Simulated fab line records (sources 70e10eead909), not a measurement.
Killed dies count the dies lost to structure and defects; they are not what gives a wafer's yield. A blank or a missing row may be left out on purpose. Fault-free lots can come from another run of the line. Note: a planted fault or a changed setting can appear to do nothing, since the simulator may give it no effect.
Chamber matching | flow nand harc | 3 sister chambers for NHARC_A_M0_DEP_32 on pecvd-01
The step deposits SiCN, target thk 30 nm. 3 wafers are shown with their chamber, then 8 later ones without.

## WAFERS WITH THEIR CHAMBER
wafer  | chamber | heater power w (W)
L087.5 | 2       | 520
L087.6 | 1       | 534
L089.1 | 0       | 508

## WAFERS WITHOUT THEIR CHAMBER
wafer  | heater power w (W)
L089.3 | 574
L089.4 | 588
L091.4 | 565
L091.5 | 597
L091.6 | 538
L097.1 | 583
L097.3 | 494
L097.6 | 652

## WHICH CHAMBER EACH WENT THROUGH
wafer  | from the rows above          | in truth
L089.3 | can't be placed: 1 or 2 or 0 | 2
L089.4 | can't be placed: 1 or 2 or 0 | 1
L091.4 | can't be placed: 1 or 2 or 0 | 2
L091.5 | can't be placed: 1 or 2 or 0 | 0
L091.6 | can't be placed: 1 or 2 or 0 | 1
L097.1 | can't be placed: 1 or 2 or 0 | 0
L097.3 | can't be placed: 0 or 2 or 1 | 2
L097.6 | can't be placed: 1 or 2 or 0 | 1
Placed correctly: 0 of 8. Unplaceable from these rows: 8, with the true chamber sitting among the candidates in 8. Number placed wrongly: 0.
How it was worked out, from the rows above alone: a wafer's distance from a chamber is the root of the sum, over the readings, of the square of ((its reading less the chamber's mean) divided by the reading's scatter). The wafer belongs to the nearest chamber; if the next one is less than 2 further off, it can't be placed. The mean given for a chamber averages the wafers shown for that chamber. The scatter: with one shown wafer a chamber, the root of the mean of the squares of how far each hidden wafer lies from its nearest shown one.
